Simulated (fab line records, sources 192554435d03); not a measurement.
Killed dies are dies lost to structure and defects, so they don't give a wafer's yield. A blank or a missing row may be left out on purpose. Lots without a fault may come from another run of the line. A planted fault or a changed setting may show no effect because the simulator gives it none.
Chamber matching | flow n5_finfet | N5_SD_EPI_P_ETCH_37 on rie_diel-05: 4 sister chambers
The step etches SOC in N2/H2, overetch 108 nm, time 486 s. 8 wafers are shown with their chamber, then 7 later ones without.

WAFERS WITH THEIR CHAMBER
wafer  | chamber | throttle_valve_pct (%) | showerhead_plenum_p_Torr (Torr)
L077.3 | 2       | 23.39                  | 2.54
L080.5 | 3       | 23.36                  | 2.49
L080.6 | 2       | 23.38                  | 2.54
L087.2 | 1       | 23.76                  | 2.51
L087.4 | 0       | 23.59                  | 2.51
L087.6 | 3       | 23.39                  | 2.48
L089.2 | 0       | 23.58                  | 2.51
L089.4 | 1       | 23.77                  | 2.51

WAFERS WITHOUT THEIR CHAMBER
wafer  | throttle_valve_pct (%) | showerhead_plenum_p_Torr (Torr)
L089.5 | 23.75                  | 2.51
L092.2 | 23.39                  | 2.48
L092.3 | 23.77                  | 2.51
L092.4 | 23.41                  | 2.53
L095.4 | 23.77                  | 2.51
L095.5 | 23.43                  | 2.52
L095.6 | 23.60                  | 2.50

WHICH CHAMBER EACH WENT THROUGH
wafer  | from the rows above | in truth
L089.5 | 1                   | 1
L092.2 | 3                   | 3
L092.3 | 1                   | 1
L092.4 | 2                   | 2
L095.4 | 1                   | 1
L095.5 | 2                   | 2
L095.6 | 0                   | 0
Placed correctly: 7 of 7. Can't be placed from these rows: 0. Placed wrongly: 0.
How it was worked out, from the rows above alone: a wafer's distance from a chamber is the root of the sum, over the readings, of the square of ((its reading less the chamber's mean) divided by the reading's scatter). The wafer belongs to the nearest chamber; if the next one is less than 2 further off, it can't be placed. A chamber's mean is the mean of its shown wafers. The scatter: the root of (the sum of the squares of (reading less its chamber's mean) over the shown wafers, divided by (wafers less chambers)).
